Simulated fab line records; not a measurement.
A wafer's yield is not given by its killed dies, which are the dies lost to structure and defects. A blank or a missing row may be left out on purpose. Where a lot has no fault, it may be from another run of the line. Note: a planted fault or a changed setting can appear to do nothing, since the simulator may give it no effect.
Struck lot and sound lot, side by side + flow nand-harc + 11 out of 1159 route steps
Sound: wafers L350.3, L350.4, L350.5. Struck: wafer L355.1 (left out: L355.2, L355.4 of the same lot, which were not struck); the cause appears at the end.
Per side, at each step with rows, come the tool, then ch with its chambers, and then its first start. Under that, the readings that differ: sound wafers + struck wafers + difference of the means + sigmas: that difference in standard deviations of wafers without a fault.
alike: readings with means less than 2 such deviations apart, plus words and numbers identical on both sides. not compared: withheld readings, readings lacking a value on some wafer, bounds such as >300 that could conceal the same value, and numbers that have no deviation in the record and whose values overlap.
Wherever a step has rows on one side only, a row that says differs or no value, or a row with sigmas, the two part there. Numbers that don't overlap but have no deviation are shown without sigmas and don't part them. A reading that every wafer of one side lacks parts them only if that side has two wafers or more.

first, 1 step without rows for these wafers: NHARC_A_WL_FILL_SRD_14.
NHARC_A_WL_FILL_ALD_19: deposits TiN, target thk 2 nm, pulse time 3 s, ald cycles 100.
  sound on ald-metal-03 ch 0,2,3, day 15 19:38; struck on ald-metal-03 ch 0, day 17 00:39
  alike: heater-power-w, precursor-pulse-height-rel
NHARC_A_WL_FILL_CVD_20: deposits W, target thk 75 nm, time 5064 s.
  sound on cvd-w-02 ch 0,1; struck on cvd-w-01 ch 1
  alike: heater-power-w, throttle-valve-pct
NHARC_A_WL_FILL_CMP_12: polishes, t overpolish 30 s, target thk 75 nm.
  sound on cmp-04 ch 0,1,3, day 16 04:54; struck on cmp-03 ch 1, day 17 10:11
  alike: motor-current-A, overpolish-run-s, slurry-flow-ml-min, time-to-endpoint-s
then, 1 step without rows for these wafers: NHARC_A_WL_FILL_SRD_31.
NHARC_A_WL_FILL_INSPECT_15:
  sound on defect-inspect-02, day 16 05:22; struck on defect-inspect-01, day 17 10:39
  alike: raw-defect-count
NHARC_A_CONTACT_DEP_24: deposits SiO2, target thk 500 nm.
  sound on pecvd-03 ch 0,1, day 16 05:34; struck on pecvd-03 ch 1, day 17 10:43
  alike: heater-power-w, mfc-precursor-sccm, rf-fwd-power-W, throttle-valve-pct
NHARC_A_CONTACT_DEP_28: deposits aC, target thk 3600 nm.
  sound on acl-dep-03 ch 0, day 16 07:57; struck on acl-dep-02 ch 0, day 17 12:28
| reading                | sound                | struck | difference | sigmas |
|------------------------|----------------------|--------|------------|--------|
| throttle-valve-pct (%) | 34.997 35.012 35.011 | 34.986 | -0.021     | -2     |
NHARC_A_CONTACT_DEP_29: deposits SiON, target thk 70 nm.
  sound on pecvd-01 ch 1,2, day 16 09:29; struck on pecvd-03 ch 0, day 17 14:40
| reading            | sound             | struck | difference | sigmas |
|--------------------|-------------------|--------|------------|--------|
| rf-fwd-power-W (W) | 348.3 348.9 349.7 | 291.2  | -57.8      | -48    |
  alike: heater-power-w
then, 1 step without rows for these wafers: NHARC_A_CONTACT_DEHYDRATE_32 (time 120 s).
-- break in the record here, with 4 days between the starts of the struck wafers on either side (left off in module A_CONTACT, picked up again in module END, where the first step shown is number 1159 on the route) --
NHARC_END_SORT_01:
  sound on prober-01 ch 0, day 21 09:16; struck on prober-02 ch 0, day 21 23:16
| reading             | sound    | struck | difference | sigmas |
|---------------------|----------|--------|------------|--------|
| killed-at-periphery | 10 7 3   | 1      | -6         | -3     |
| killed-dies         | 39 37 32 | 17     | -19        | -2     |
  alike: killed-at-array, killed-at-other, killed-open, killed-short

== WHERE THEY PART ==
At NHARC_A_CONTACT_DEP_28 first; at NHARC_END_SORT_01 last (within this record only).

WHY: the cause the simulator had injected
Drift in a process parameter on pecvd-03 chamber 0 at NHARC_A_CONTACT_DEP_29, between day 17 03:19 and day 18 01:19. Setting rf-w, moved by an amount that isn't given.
